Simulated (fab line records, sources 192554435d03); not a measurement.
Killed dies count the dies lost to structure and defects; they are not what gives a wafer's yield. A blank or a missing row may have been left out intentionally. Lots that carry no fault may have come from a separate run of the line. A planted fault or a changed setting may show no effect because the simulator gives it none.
fab line records -- flow n5_finfet
record: lots: 4, wafers: 12, last_day: 15
route steps=1938 shown SDB@370 DUMMY_REMOVAL@377 HKMG_FIN@385 BEOL_M4@1111 PASSIVATION@1936
lots that met no fault: taken from a fault-free run of the same line
start_h: start of the lot's first displayed wafer, in hours after the record's first day -- wait_h: time in hours since the lot's previous step -- " unchanged from the row above -- L1.1+2: one row covering several wafers at once -- - value missing, or start not given -- * or withheld: withheld -- < > ~ a bound
route shown NAME@n: names a module that has steps shown in the file, with the first one's number in the route -- usual: average and standard deviation across the fault-free wafers -- same: alike in all rows -- chamber/n: place in a boat -- sites: readings site by site -- _std_site: how widely they spread, as a standard deviation -- _edge_site: mean of outer sites minus mean of inner sites -- radius_mm: for every site, how far away it sits from the centre of the wafer -- mask NAME#n: copy n -- behind: the most recent tool/chamber to have shaped the wafer -- hold: why the lot was held/for how many hours/how that ended -- device: which transistor (n, p or np) failed to switch -- end of line: the tests these same wafers got at the end of their route -- step lacking rows: just its recipe -- killed: count of dies lost to structure and defects at first sort (not the wafer's yield) -- map: the dies of a wafer, with x for killed, . for not killed, _ for no die there
set.NAME: the setting the step ran with; set.NAME@STEP: the setting that earlier step ran with -- model.NAME: the simulator's own value behind a step, which no gauge read
lots seen at some steps along the route; tables by step, rows by wafer
services: a tool's chamber out of use, with start hour (start_h, from the record's first day; less than 0 if before it), hours out, and reason
== steps ==
step: N5_SDB_PRECLEAN_38
recipe: chemistry: dHF, time_s: 10, dilution: 750:1, temp_c: 25
step: N5_SDB_PRECLEAN_39
recipe: chemistry: O3/DIW, time_s: 45, temp_c: 22, o3_ppm: 10
step: N5_SDB_SRD_28
recipe: dry: ipa_marangoni, time_s: 30, temp_c: 23, rinse_liquid: diw
step: N5_SDB_ALD_29
recipe: material: SiNx, target_thk_a: 300, temp_c: 400, ald_precursor_family: SiH2I2, ald_co_reactant: N2/H2-plasma, pulse_time_s: 1, ald_cycles: 600, purge_time_s: 2, co_reactant_purge_time_s: 2, pressure_torr: 2
step: N5_SDB_CMP_30
recipe: stop_on: poly-Si, t_overpolish_s: 1.54, post_cmp_clean: alkaline_brush, down_force_psi: 4.1491, platen_rpm: 51.796, pad_velocity_m_s: 1.0306, target_thk_nm: 30
step: N5_DUMMY_REMOVAL_HM_STRIP_01
recipe: chemistry: CH3F/O2, material: SiNx, target_depth_a: 40, stop_on: poly-Si, time_s: 6.8, over_etch_frac: 0.3, ion_energy_ev: 60, power_w: 410, bias_w: 29, Ar_flow_sccm: 150, CH3F_flow_sccm: 30, O2_flow_sccm: 20
step: N5_DUMMY_REMOVAL_STRIP_10
recipe: chemistry: N2/H2, time_s: 40, power_w: 100, temp_c: 40, pressure_mtorr: 100, rf_frequency_hz: 6e+07, bias_power_w: 3, n2_flow_sccm: 300, h2_flow_sccm: 300
step: N5_DUMMY_REMOVAL_PRECLEAN_07
recipe: chemistry: dHF, time_s: 30, temp_c: 25, dilution: withheld
step: N5_DUMMY_REMOVAL_DUMMY_REMOVE_02
recipe: chemistry: TMAH, temp_c: 70, target: poly-Si, stop_on: SiO2, target_depth_nm: 142, conc_wt_pct: 5, time_s: 57, dry: ipa_marangoni, rinse_time_s: 30, rinse_temp_c: 23
step: N5_DUMMY_REMOVAL_PRECLEAN_08
recipe: chemistry: NF3:NH3, afs_cycles: 2, temp_c: 30, time_s: 20, sublimation_temp_c: 180, sublimation_time_s: 60, pressure_torr: 3, rf_power_w: 30
usual: temp_c: 30.03/0.12
lot.wafer,tool,chamber,start_h,wait_h,temp_c
L194.1,remote_plasma-02,1,86.64,0.0,30.04
L194.3,remote_plasma-02,1,86.64,0.0,30.08
L194.5,remote_plasma-02,1,86.64,0.0,30.10
L195.1,remote_plasma-01,1,88.93,0.0,30.01
L195.2,remote_plasma-01,1,88.93,0.0,29.93
L195.6,remote_plasma-01,1,88.93,0.0,30.14
L203.1,remote_plasma-02,1,144.10,0.0,29.93
L203.3,remote_plasma-02,1,144.10,0.0,29.86
L203.5,remote_plasma-02,1,144.10,0.0,29.89
L204.1,remote_plasma-02,0,144.28,0.0,30.10
L204.2,remote_plasma-02,0,144.28,0.0,30.07
L204.3,remote_plasma-02,0,144.28,0.0,30.15
step: N5_DUMMY_REMOVAL_PRECLEAN_04
recipe: chemistry: DHF, time_s: 37, temp_c: 25, dilution: 500:1
step: N5_DUMMY_REMOVAL_SRD_05
recipe: dry: ipa_marangoni, do_ppb: 5, time_s: 30, temp_c: 23, rinse_liquid: diw
step: N5_HKMG_FIN_IL_REGROW_00
recipe: material: SiO2, target_thk_a: 7.5, chemistry: O3, temp_c: withheld, time_s: 30
step: N5_HKMG_FIN_HK_ALD_01
recipe: material: HfO2, target_thk_a: 16, temp_c: withheld, ald_precursor_family: HfCl4, ald_co_reactant: H2O, pulse_time_s: 3, purge_time_s: 3, co_reactant_purge_time_s: 2.5, co_reactant_pulse_time_s: 0.3, ald_cycles: 30
step: N5_HKMG_FIN_HK_ANNEAL_02
recipe: temp_c: 700, time_s: 30, ambient: N2, idle_temp_c: 600, ramp_up_c_per_s: 150, ramp_down_c_per_s: 60, cool_to_c: 600
step: N5_HKMG_FIN_ALD_74
recipe: material: La2O3, target_thk_a: 5, temp_c: 250, ald_precursor_family: La-Cp, ald_co_reactant: O3, pulse_time_s: 6, co_reactant_pulse_time_s: 1, purge_time_s: 3, co_reactant_purge_time_s: 3
step: N5_HKMG_FIN_ALD_75
recipe: material: Al2O3, target_thk_a: 10, temp_c: 150, ald_precursor_family: TMA, ald_co_reactant: H2O, pulse_time_s: withheld, co_reactant_pulse_time_s: 1
step: N5_HKMG_FIN_COAT_41
recipe: resist: SOC, temp_c: 250, time_s: 60, spin_rpm: 1500, resist_thk_nm: 300
step: N5_HKMG_FIN_COAT_42
recipe: resist: SiARC, temp_c: 220, time_s: 60, spin_rpm: 1500, resist_thk_nm: 35
step: N5_HKMG_FIN_COAT_43
recipe: resist: CAR-ArF, spin_rpm: 1500, resist_thk_nm: 90
step: N5_HKMG_FIN_EBR_45
recipe: solvent: PGMEA, ebr_width_mm: 1.5
step: N5_HKMG_FIN_SOFTBAKE_44
recipe: temp_c: 110, time_s: 60, resist: CAR-ArF
step: N5_HKMG_FIN_EXPOSE_46
recipe: mask_id: NDIPOLE, na: 1.35, source_shape: conventional, sigma_outer: 0.8, polarization: unpolarized, dose_mj: 40
step: N5_HKMG_FIN_PEB_47
recipe: peb_temp_c: withheld, peb_time_s: 60, resist: CAR-ArF
step: N5_HKMG_FIN_DEVELOP_48
recipe: develop_time_s: 30, developer: TMAH, resist: CAR-ArF, rinse_liquid: diw, dry: air_spin, dev_temp_c: 23
step: N5_HKMG_FIN_DESCUM_53
recipe: chemistry: O2, time_s: 7.9, source_power_w: 50, bias_power_w: 20, pressure_mtorr: 20, rf_frequency_hz: 2.712e+07, temp_c: 40, resist: CAR-ArF, o2_flow_sccm: 225
step: N5_HKMG_FIN_ETCH_54
recipe: chemistry: CF4, target: SiARC, target_depth_a: 455, mask_material: CAR-ArF, time_s: 75.8, ion_energy_ev: 80, pressure_mtorr: 40, source_w: 545, bias_w: 36, Ar_flow_sccm: 100, cf4_flow_sccm: 100, ends: cleared
step: N5_HKMG_FIN_ETCH_55
recipe: chemistry: N2/H2, target: SOC, target_depth_a: 2400, temp_c: 40, time_s: 300, ion_energy_ev: 200, mask_material: SiARC, pressure_mtorr: 30, source_w: 840, bias_w: 150, n2_flow_sccm: 200, h2_flow_sccm: 200
step: N5_HKMG_FIN_STRIP_56
recipe: chemistry: N2/H2, temp_c: 40, n2_flow_sccm: 200, h2_flow_sccm: 200, rf_frequency_hz: 6e+07
step: N5_HKMG_FIN_STRIP_57
recipe: chemistry: CF4, resist: SiARC, power_w: 300, bias_power_w: 75, pressure_mtorr: 50, cf4_flow_sccm: 150, rf_frequency_hz: 6e+07
step: N5_HKMG_FIN_ETCH_58
recipe: chemistry: N2/H2, target: SOC, target_depth_a: 2158, ion_energy_ev: 50, bias_w: 13, time_s: 741, pressure_mtorr: 30, source_w: 875, n2_flow_sccm: 200, h2_flow_sccm: 200
step: N5_HKMG_FIN_STRIP_93
recipe: chemistry: N2/H2, material: SOC, time_s: 20, power_w: 500, temp_c: 40, pressure_mtorr: 50, rf_frequency_hz: 6e+07, bias_power_w: 8, h2_frac: 0.5, n2_flow_sccm: 300, h2_flow_sccm: 300
step: N5_HKMG_FIN_WET_ETCH_76
recipe: chemistry: dNH4OH, mix: 1:50, temp_c: 25, target: Al2O3, stop_on: La2O3, target_depth_nm: 2.25, dry: ipa_marangoni, rinse_time_s: 30, rinse_temp_c: 23
step: N5_HKMG_FIN_STRIP_60
recipe: chemistry: N2/H2, power_w: 2500, temp_c: 300, h2_frac: 0.65, time_s: 360, pressure_mtorr: withheld, n2_flow_sccm: 1750, h2_flow_sccm: 3250
step: N5_HKMG_FIN_WET_ETCH_77
recipe: chemistry: dHCl, mix: 1:10000, temp_c: 25, target: La2O3, stop_on: HfO2, target_depth_nm: 2
step: N5_HKMG_FIN_WET_ETCH_78
recipe: chemistry: dNH4OH, mix: 1:50, temp_c: 25, target: Al2O3, stop_on: La2O3, target_depth_nm: 4.5, dry: ipa_marangoni, rinse_time_s: 30, rinse_temp_c: 23
step: N5_BEOL_M4_RC_MEAS_101
usual: DIBL_N: 36.1/1.6, DIBL_P: 36.6/1.9, EOT_N: 10.54/0.081, EOT_P: 10.51/0.088, IGATE_N: 0.0122/0.0016, IGATE_P: 0.0037/0.00048, IOFF_N: 0.160/0.026, IOFF_N_85C: 3.1/0.42, IOFF_N_LIN: 0.075/0.0097, IOFF_P: 0.210/0.028, IOFF_P_85C: 3.7/0.42, IOFF_P_LIN: 0.100/0.011, ION_N: 677/10, ION_P: 464/6.9, SS_N: 71.4/0.56, SS_P: 73.3/0.61, VT_N: 249.1/2.6, VT_N_LVT: 97.6/2.8, VT_P: -250/3.3, VT_P_LVT: -98.3/2.6
lot.wafer,tool,chamber,start_h,wait_h,DIBL_N[mV/V],DIBL_P[mV/V],EOT_N,EOT_P,IGATE_N[nA/um],IGATE_P[nA/um],IOFF_N[nA/um],IOFF_N_85C[nA/um],IOFF_N_LIN[nA/um],IOFF_P[nA/um],IOFF_P_85C[nA/um],IOFF_P_LIN[nA/um],ION_N[uA/um],ION_P[uA/um],SS_N[mV/dec],SS_P[mV/dec],VT_N[mV],VT_N_LVT[mV],VT_P[mV],VT_P_LVT[mV]
L194.1,prober-01,0,181.72,0.0,36.8,37.2,10.65,10.60,0.0103,0.0031,0.162,3.1,0.078,0.232,4.0,0.113,684,467,71.8,73.3,247.0,96.2,-248,-93.7
L194.3,prober-01,0,181.72,0.0,35.4,37.1,10.52,10.58,0.0119,0.0035,0.147,2.9,0.072,0.228,3.9,0.111,685,476,71.8,72.8,247.4,97.5,-245,-93.1
L194.5,prober-01,0,181.72,0.0,36.1,37.2,10.61,10.51,0.0122,0.0036,0.157,3.1,0.076,0.218,3.8,0.107,682,467,71.4,72.8,249.6,97.0,-249,-94.8
L195.1,prober-02,0,200.46,0.0,34.5,35.0,10.47,10.39,0.0148,0.0044,0.163,3.1,0.079,0.213,3.7,0.105,683,477,70.9,72.9,247.9,93.7,-247,-96.8
L195.2,prober-02,0,200.46,0.0,37.0,38.2,10.51,10.56,0.0124,0.0037,0.209,3.8,0.096,0.258,4.3,0.119,683,471,71.7,73.3,245.0,91.2,-247,-94.9
L195.6,prober-02,0,200.46,0.0,36.5,37.5,10.51,10.54,0.0117,0.0035,0.191,3.6,0.088,0.249,4.2,0.115,678,474,71.8,72.5,245.4,94.0,-247,-95.3
L203.1,prober-01,0,245.03,0.0,43.1,45.3,14.85,14.72,0.0001,0.0000,0.288,5.1,0.144,0.432,6.6,0.207,599,421,73.5,75.0,244.4,91.1,-240,-89.5
L203.3,prober-01,0,245.03,0.0,35.3,35.7,10.44,10.45,0.0142,0.0043,0.151,3.0,0.069,0.203,3.5,0.093,662,461,71.1,73.8,250.9,98.5,-251,-98.9
L203.5,prober-01,0,245.03,0.0,44.2,46.5,14.87,14.94,0.0001,0.0000,0.333,5.8,0.159,0.443,6.7,0.211,613,422,74.9,74.9,241.5,89.0,-240,-89.5
L204.1,prober-02,0,258.36,0.0,47.8,50.0,14.96,14.85,0.0001,0.0000,0.450,7.4,0.209,0.511,7.8,0.229,629,426,72.5,76.7,237.2,82.2,-242,-86.3
L204.2,prober-02,0,258.36,0.0,37.6,37.8,10.45,10.40,0.0117,0.0035,0.172,3.3,0.079,0.208,3.7,0.092,676,460,71.7,73.6,249.6,96.7,-254,-99.0
L204.3,prober-02,0,258.36,0.0,36.6,36.1,10.50,10.36,0.0154,0.0046,0.159,3.1,0.074,0.182,3.3,0.086,676,460,71.7,73.2,249.6,95.0,-256,-99.7
step: N5_PASSIVATION_PROBE_49
usual: defect_limited_yield: 91.3/1.5, killed_at_M0_to_M3: 34/10, killed_at_M4_up: 13/4.9, killed_at_contacts: 13/6.1, killed_at_front_end: 39/13, killed_at_other: 4.1/2.7, killed_dies: 103/18, killed_open: 68/13, killed_short: 32/7.6, sort_bin_4_leakage: 0/0, sort_bin_5_function: 5.2/1, sort_bin_6_memory: 3.2/0.75, sort_bin_8_speed: 0/0, sort_n_pass: 1077/18, sort_yield_pct: 91.3/1.5
same: gross_dies: 1180, killed_at_back_side: 0
lot.wafer,tool,chamber,start_h,wait_h,defect_limited_yield[%],killed_at_M0_to_M3,killed_at_M4_up,killed_at_contacts,killed_at_front_end,killed_at_other,killed_dies,killed_open,killed_short,sort_bin_4_leakage[%],sort_bin_5_function[%],sort_bin_6_memory[%],sort_bin_8_speed[%],sort_n_pass,sort_yield_pct[%]
L194.1,prober-01,-,271.76,0.0,89.5,33,20,13,54,4,124,80,37,0,6.4,3.6,0,1056,89.5
L194.3,prober-01,-,271.86,0.1,91.9,38,21,8,25,3,95,63,28,0,4.5,3.2,0,1085,91.9
L194.5,prober-01,-,271.96,0.2,91.9,37,12,10,36,1,96,68,26,0,4.8,2.9,0,1084,91.9
L195.1,prober-01,-,298.05,0.0,90.8,27,12,14,55,0,108,67,34,0,5.4,3.1,0,1072,90.8
L195.2,prober-01,-,298.10,0.1,92.7,25,6,7,47,1,86,63,20,0,3.8,3.4,0,1094,92.7
L195.6,prober-01,-,298.30,0.3,92.7,26,7,18,33,2,86,59,26,0,5.0,1.9,0,1094,92.7
L203.1,prober-02,-,354.91,0.0,90.3,41,22,4,40,8,115,80,32,0.76,5.5,3.8,89.24,3,0.3
L203.3,prober-02,-,355.01,0.1,93.1,23,14,9,29,6,81,54,23,0,4.2,2.4,0,1099,93.1
L203.5,prober-02,-,355.11,0.2,90.0,41,10,8,52,7,118,79,34,3.31,6.4,3.2,78.64,95,8.1
L204.1,prober-01,-,360.59,0.7,91.6,16,16,22,43,2,99,66,29,42.29,5.4,2.6,16.36,389,33.0
L204.2,prober-01,-,360.64,0.8,90.6,33,14,23,40,1,111,72,33,0,5.0,4.0,0,1069,90.6
L204.3,prober-01,-,360.69,0.8,90.8,29,12,27,37,3,108,70,33,0,6.2,2.4,0,1072,90.8
killed by level:class
L194.1 FIN_SAQP:geometric_particle:short=17 FIN_SAQP:geometric_particle:open=16 MOL_CONTACT_COAG:geometric_particle:open=11 BEOL_M2:geometric_particle:open=10 BEOL_M4:geometric_particle:open=9 BEOL_M3:geometric_particle:open=9 STI_FIN_REVEAL:geometric_particle:open=7 BEOL_M0_SAQP:geometric_particle:open=5
L194.3 BEOL_M4:geometric_particle:open=10 BEOL_M2:geometric_particle:open=8 MOL_CONTACT_COAG:geometric_particle:open=6 BEOL_M3:geometric_particle:open=6 BEOL_M1:geometric_particle:short=5 FIN_SAQP:geometric_particle:short=4 STI_FIN_REVEAL:geometric_particle:open=4 BEOL_M0_SAQP:geometric_particle:short=4
L194.5 BEOL_M3:geometric_particle:open=17 FIN_SAQP:geometric_particle:open=10 STI_FIN_REVEAL:geometric_particle:open=7 FIN_SAQP:geometric_particle:short=6 MOL_CONTACT_COAG:geometric_particle:open=6 BEOL_M5:geometric_particle:open=6 BEOL_M0_SAQP:geometric_particle:open=5 BEOL_M2:geometric_particle:open=5
L195.1 STI_FIN_REVEAL:geometric_particle:open=10 MOL_CONTACT_COAG:geometric_particle:open=10 DUMMY_GATE:geometric_particle:open=9 FIN_SAQP:geometric_particle:short=7 BEOL_M0_SAQP:geometric_particle:short=7 BEOL_M0_SAQP:geometric_particle:open=6 BEOL_M0:geometric_particle:open=6 FIN_SAQP:geometric_particle:open=5
L195.2 FIN_SAQP:geometric_particle:open=13 STI_FIN_REVEAL:geometric_particle:open=10 DUMMY_GATE:geometric_particle:open=8 MOL_CONTACT_COAG:geometric_particle:open=6 BEOL_M0_SAQP:geometric_particle:short=5 BEOL_M3:geometric_particle:open=5 FIN_SAQP:geometric_particle:short=3 BEOL_M4:geometric_particle:open=3
L195.6 MOL_CONTACT_COAG:geometric_particle:open=15 FIN_SAQP:geometric_particle:open=14 DUMMY_GATE:geometric_particle:open=5 BEOL_M0_SAQP:geometric_particle:short=4 BEOL_M1:geometric_particle:open=4 FIN_SAQP:geometric_particle:short=3 BEOL_M0_SAQP:geometric_particle:open=3 BEOL_M2:geometric_particle:open=3
L203.1 STI_FIN_REVEAL:geometric_particle:open=14 DUMMY_GATE:geometric_particle:open=9 BEOL_M0_SAQP:geometric_particle:open=8 BEOL_M4:geometric_particle:open=8 BEOL_M0_SAQP:geometric_particle:short=7 BEOL_M3:geometric_particle:open=6 FIN_SAQP:geometric_particle:open=5 BEOL_M2:geometric_particle:open=5
L203.3 MOL_CONTACT_COAG:geometric_particle:open=8 STI_FIN_REVEAL:geometric_particle:open=7 FIN_SAQP:geometric_particle:short=6 BEOL_M3:geometric_particle:open=6 BEOL_M0:geometric_particle:open=5 BEOL_M0_SAQP:geometric_particle:open=3 BEOL_M2:geometric_particle:open=3 BEOL_M4:geometric_particle:open=3
L203.5 STI_FIN_REVEAL:geometric_particle:open=18 FIN_SAQP:geometric_particle:open=12 BEOL_M0:geometric_particle:open=8 BEOL_M3:geometric_particle:open=6 MOL_CONTACT_COAG:geometric_particle:open=6 MIM_TOP_ETCH:geometric_particle:open=5 GATE_CUT:geometric_particle:short=5 BEOL_M0_SAQP:geometric_particle:short=5
L204.1 MOL_CONTACT_COAG:geometric_particle:open=19 FIN_SAQP:geometric_particle:open=17 FIN_SAQP:geometric_particle:short=8 DUMMY_GATE:geometric_particle:open=5 BEOL_M0_SAQP:geometric_particle:short=4 BEOL_M4:geometric_particle:open=4 BEOL_M10:coat_microbubble_printed=3 MOL_CONTACT_COAG:geometric_particle:short=3
L204.2 MOL_CONTACT_COAG:geometric_particle:open=14 BEOL_M3:geometric_particle:open=13 FIN_SAQP:geometric_particle:short=12 FIN_SAQP:geometric_particle:open=10 MOL_CONTACT_COAG:geometric_particle:short=8 DUMMY_GATE:geometric_particle:open=6 BEOL_M4:geometric_particle:open=6 BEOL_M0_SAQP:geometric_particle:open=5
L204.3 MOL_CONTACT_COAG:geometric_particle:open=23 FIN_SAQP:geometric_particle:short=11 FIN_SAQP:geometric_particle:open=11 BEOL_M3:geometric_particle:open=6 BEOL_M0_SAQP:geometric_particle:open=5 BEOL_M1:geometric_particle:open=5 DUMMY_GATE:geometric_particle:open=4 MOL_CONTACT_COAG:geometric_particle:short=4
map L203.5 (x killed, . not)
_________________............________________
______________...xx...x.......x._____________
___________...x....................__________
__________...................x.....x_________
________.x..................x........._______
_______.x.x..x.........................______
______......x...x.x...x.x..............._____
_____.xx.............x...................____
____............xx...........x..x.........___
___..x...x.....x....................xx.....__
___....x............x..........xx..........__
__.x..x.........x.........x........xx......x_
__.........x.....x..............x.x.....xx.._
_..........................xxxx..x..x........
_................................x.........xx
_.............xx.......................x.....
_....x................x........xx...xx.x.....
_..x.........x.................x..........x..
_...x...x....x....x.............x....x.......
_.....x....................x...x..x..........
_.................................xxx........
__..................................x......x_
__.....x.....x.............................._
___..xxx.........x..............x.........x__
___x...........x.x............x.....x..x..x__
____...x..x....x.x.........xx........x....___
_____...x.......x........................____
______...x.............x...........x..x._____
_______...............xx...........x...______
________....x........................._______
__________.........................._________
___________..x.....................__________
______________..x..............._____________
_________________............________________
map L204.2 (x killed, . not)
_________________.......x...x________________
______________..x...........x..._____________
___________.x.......xx........xx...__________
__________.........................._________
________.x....x........x..x.....x....._______
_______......x......x.x................______
______......x............x.............._____
_____......x......x...........x...x....x.____
____x....x...........x......x.............___
___....x...............xx......x...........__
___..x....x...x............................__
__..x...................................x..._
__...x..............x..x......x............x_
_............x.x......x..xx.x................
_...x....x...................................
_.........x....x.........x..................x
_.....xx...............................x....x
_........x.............x.....x.......x.......
_x............................x............x.
_...x...x........................x...........
_.x...........x............x......x..........
__.........x.............x.x............x..._
__.x.....................x.........x........_
___................................x.......__
___..x...............x.....................__
____x..x.........x.x............x.....x..x___
_____............xx................x.....____
______..........x.......x.......x.....x._____
_______.x......x.xx..x.................______
________...........................x.._______
__________...x...............x....x._________
___________....x.........x.........__________
______________.........xx......x_____________
_________________.......x....________________
== services ==
tool,chamber,start_h,hours,kind
remote_plasma-02,-,73.31,0.8,repair
remote_plasma-02,-,102.90,1.7,repair
remote_plasma-01,-,142.75,1.6,repair
== key ==
first_sign: step: N5_BEOL_M4_RC_MEAS_101, reading: EOT_N, direction: up, sigmas: 54, usual: 10.54, struck: 14.89
effect: step: N5_BEOL_M4_RC_MEAS_101, reading: EOT_P, direction: up, sigmas: 49, usual: 10.51, struck: 14.84
effect: step: N5_BEOL_M4_RC_MEAS_101, reading: IOFF_P_LIN, direction: up, sigmas: 10, usual: 0.100, struck: 0.216
effect: step: N5_BEOL_M4_RC_MEAS_101, reading: IOFF_N_LIN, direction: up, sigmas: 9.8, usual: 0.075, struck: 0.171
effect: step: N5_BEOL_M4_RC_MEAS_101, reading: IOFF_P, direction: up, sigmas: 8.9, usual: 0.210, struck: 0.462
effect: step: N5_BEOL_M4_RC_MEAS_101, reading: IOFF_P_85C, direction: up, sigmas: 8, usual: 3.7, struck: 7.0
effect: step: N5_BEOL_M4_RC_MEAS_101, reading: IGATE_N, direction: down, sigmas: 7.8, usual: 0.0122, struck: 0.0001
effect: step: N5_BEOL_M4_RC_MEAS_101, reading: IOFF_N, direction: up, sigmas: 7.7, usual: 0.160, struck: 0.357
effect: step: N5_BEOL_M4_RC_MEAS_101, reading: IGATE_P, direction: down, sigmas: 7.6, usual: 0.0037, struck: 0.0000
effect: step: N5_BEOL_M4_RC_MEAS_101, reading: IOFF_N_85C, direction: up, sigmas: 7.1, usual: 3.1, struck: 6.1
effect: step: N5_BEOL_M4_RC_MEAS_101, reading: ION_N, direction: down, sigmas: 6.1, usual: 677, struck: 614
effect: step: N5_BEOL_M4_RC_MEAS_101, reading: ION_P, direction: down, sigmas: 6, usual: 464, struck: 423
effect: step: N5_PASSIVATION_PROBE_49, reading: sort_bin_8_speed, direction: up, sigmas: 99+, usual: 0, struck: 61.41
met_at N5_DUMMY_REMOVAL_PRECLEAN_08
struck_wafers L203.1,L203.5,L204.1
fault: kind: process_parameter_drift, tool: remote_plasma-02, chamber: -, onset_h: 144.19, steps: N5_DUMMY_REMOVAL_PRECLEAN_08, channel: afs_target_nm, offset: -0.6, shape: step, end_h: 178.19, scope: struck_wafers_only, acts_in: these_recipes_only, stated: 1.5
